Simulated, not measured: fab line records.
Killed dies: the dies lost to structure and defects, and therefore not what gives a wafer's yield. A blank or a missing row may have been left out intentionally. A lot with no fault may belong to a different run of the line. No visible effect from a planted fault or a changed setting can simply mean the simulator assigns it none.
A struck lot beside a sound one | flow n5Finfet | 15 steps out of a route of 1938
Sound: the wafers L354.3, L354.5, L354.6. Struck: wafer L359.5 (left out: L359.4, a lot-mate that was not struck); the cause follows at the end.
For every step that has rows: the tool of each side, followed by ch and its chambers, followed by its first start. Under that, the readings that differ: sound wafers | struck wafers | difference of the means | sigmas: that difference in standard deviations of wafers without a fault.
alike: words and numbers the same on both sides, and readings whose means are apart by under 2 such deviations; not compared: readings that were withheld, readings missing a value for some wafer, numbers with overlapping values and no deviation given by the record, and bounds like >300 which may hide the same value.
The two part at a step that has a row with sigmas, a row that says differs or no value, or rows on one side only. Non-overlapping numbers with no deviation appear without sigmas and do not part them. A reading missing from all wafers of one side parts the sides only when that side holds two or more wafers.

N5_MOL_CONTACT_COAG_INSPECT_97: inspects for defects (darkfield).
  sound on defectInspect-02, day 6 06:52; struck on defectInspect-01, day 7 21:33
  alike: rawDefectCount
N5_BEOL_M0_SAQP_PECVD_00: deposits SiCN from 3MS/NH3, target thk 8 nm, time 14 s.
  sound on pecvd-04 ch 1,2, day 6 07:10; struck on pecvd-02 ch 0, day 7 21:50
  alike: showerheadPlenumPTorr, throttleValvePct
N5_BEOL_M0_SAQP_ILD_DEP_01: deposits SiOC from DEMS/O2, target thk 45.419 nm, time 8.7 s.
  sound on pecvd-04 ch 1,2, day 6 07:11; struck on pecvd-02 ch 0, day 7 21:52
reading          | sound       | struck | difference | sigmas
heaterPowerW (W) | 429 418 441 | 595    | +166       | +3
  alike: showerheadPlenumPTorr, susceptorTempC, throttleValvePct
N5_BEOL_M0_SAQP_HM_DEP_02: deposits TiN, target thk 12 nm.
  sound on pvdSputter-03, day 6 07:20; struck on pvdSputter-03, day 7 23:22
  alike: susceptorTempC, throttleValvePct
then, 2 steps without rows for these wafers: N5_BEOL_M0_SAQP_PECVD_03 (deposits SiCN from 3MS/NH3, target thk 12 nm, time 21.1 s); N5_BEOL_M0_SAQP_PECVD_96 (deposits a-Si from SiH4/He, target thk 45 nm, time 45.2 s).
N5_BEOL_M0_SAQP_PECVD_97: deposits SiNx from SiH4/NH3/N2, target thk 23 nm, time 19.9 s.
  sound on pecvd-01 ch 0,1, day 6 07:31; struck on pecvd-02 ch 0, day 7 23:35
  alike: heaterPowerW, showerheadPlenumPTorr, susceptorTempC, throttleValvePct
then, 1 step without rows for these wafers: N5_BEOL_M0_SAQP_PECVD_04 (deposits a-Si from SiH4/He, target thk 60 nm, time 60.2 s).
N5_BEOL_M0_SAQP_THK_MEAS_05:
  sound on filmMetro-02, day 6 07:40; struck on filmMetro-02, day 7 23:43
reading    | sound          | struck | difference | sigmas
thkNm (nm) | 58.7 58.9 60.1 | 61.4   | +2.2       | +3
N5_BEOL_M0_SAQP_HM_DEP_111: deposits SiO2 from SiH4/N2O, target thk 12 nm, time 7.2 s.
  sound on pecvd-04 ch 0,1,2, day 6 07:43; struck on pecvd-04 ch 0, day 7 23:46
  alike: heaterPowerW, showerheadPlenumPTorr, susceptorTempC
then, 1 step without rows for these wafers: N5_BEOL_M0_SAQP_COAT_81 (time 60 s, resist thk 100 nm).
N5_BEOL_M0_SAQP_COAT_82: time 60 s, resist thk 30 nm.
  sound on lithoTrack-01 ch 0, day 6 07:47; struck on lithoTrack-01 ch 0, day 7 23:51
reading        | sound             | struck | difference | sigmas
runLengthS (s) | 66.37 66.31 66.23 | 69.23  | +2.93      | +17
  alike: heaterPowerTotalW
then, 1 step without rows for these wafers: N5_BEOL_M0_SAQP_COAT_08 (resist thk 90 nm).
-- record jumps: 2 days separate the struck wafers' starts on either side; left off in module BEOL_M0_SAQP, taken up again in module BEOL_M4, whose first shown step is the route's number 1111 --
N5_BEOL_M4_RC_MEAS_101:
  sound on prober-01 ch 0, day 8 15:01; struck on prober-02 ch 0, day 10 08:14
reading        | sound          | struck | difference | sigmas
IOFF_P (nA/um) | 0.26 0.27 0.23 | 0.17   | -0.08      | -2
ION_N (uA/um)  | 684 680 675    | 657    | -23        | -2
ION_P (uA/um)  | 467 468 463    | 448    | -18        | -2
VT_P (mV)      | -249 -247 -248 | -257   | -9         | -3
  alike: DIBL_N, DIBL_P, IOFF_N, SS_N, SS_P, VT_N
-- here the record skips 4 days between the struck wafers' starts before and after, leaving off in module BEOL_M4 and picking up in module PASSIVATION (first step shown: number 1936 of the route) --
N5_PASSIVATION_PROBE_49:
  sound on prober-02, day 13 02:01; struck on prober-01, day 14 19:29
reading    | sound    | struck | difference | sigmas
killedOpen | 67 68 63 | 38     | -28        | -2
  alike: defectLimitedYield, killed_at_M0_to_M3, killed_at_M4_up, killedAtContacts, killedAtFrontEnd, killedAtOther, killedDies, killedOnRim, killedShort, sort_bin_4_leakage, sort_bin_5_function, sort_bin_6_memory, sortNPass, sortYieldPct

WHERE THEY PART
Earliest at N5_BEOL_M0_SAQP_ILD_DEP_01; latest, in this record, at N5_PASSIVATION_PROBE_49.

WHY: whatever the simulator had introduced
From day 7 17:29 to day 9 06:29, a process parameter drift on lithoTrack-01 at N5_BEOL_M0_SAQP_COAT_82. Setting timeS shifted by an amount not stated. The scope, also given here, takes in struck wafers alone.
